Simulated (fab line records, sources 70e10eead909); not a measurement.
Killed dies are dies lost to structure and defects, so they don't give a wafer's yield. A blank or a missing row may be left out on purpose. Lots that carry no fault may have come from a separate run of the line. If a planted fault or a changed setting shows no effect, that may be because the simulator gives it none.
Matching of chambers | flow nand_harc | 4 sister chambers for NHARC_A_DECK1_JOINT_ETCHBACK_07 on rie_si-04
The step etches the open film in HBr, target depth 105 nm, time 26.9 s. 4 wafers are shown with their chamber, then 10 later ones without.

== WAFERS PAIRED WITH THEIR CHAMBERS ==
wafer  | chamber | drypump_motor_current_A (A)
L087.6 | 0       | 5.87
L088.4 | 1       | 5.67
L091.2 | 2       | 5.47
L091.3 | 3       | 5.56

== WAFERS MISSING THEIR CHAMBER ==
wafer  | drypump_motor_current_A (A)
L091.6 | 5.53
L090.1 | 5.44
L090.5 | 5.87
L090.6 | 5.53
L094.1 | 5.86
L094.2 | 5.41
L094.4 | 5.53
L095.2 | 5.45
L095.3 | 5.92
L095.6 | 5.55

== EACH ONE'S CHAMBER ==
wafer  | from the rows above     | in truth
L091.6 | can't be placed: 3 or 2 | 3
L090.1 | 2                       | 2
L090.5 | 0                       | 0
L090.6 | can't be placed: 3 or 2 | 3
L094.1 | 0                       | 0
L094.2 | 2                       | 2
L094.4 | can't be placed: 3 or 2 | 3
L095.2 | 2                       | 2
L095.3 | 0                       | 0
L095.6 | 3                       | 3
7 of 10 placed correctly. From these rows, 3 cannot be placed; in 3 the true chamber is one of the candidates. Placed wrongly: 0.
How it was worked out, from the rows above alone: a wafer's distance from a chamber is the root of the sum, over the readings, of the square of ((its reading less the chamber's mean) divided by the reading's scatter). If the next closest chamber is less than 2 further off than the closest, the wafer can't be placed; otherwise it belongs to the closest. Each chamber's mean is taken over the wafers shown for it. The scatter: with one shown wafer a chamber, the root of the mean of the squares of how far each hidden wafer lies from its nearest shown one.
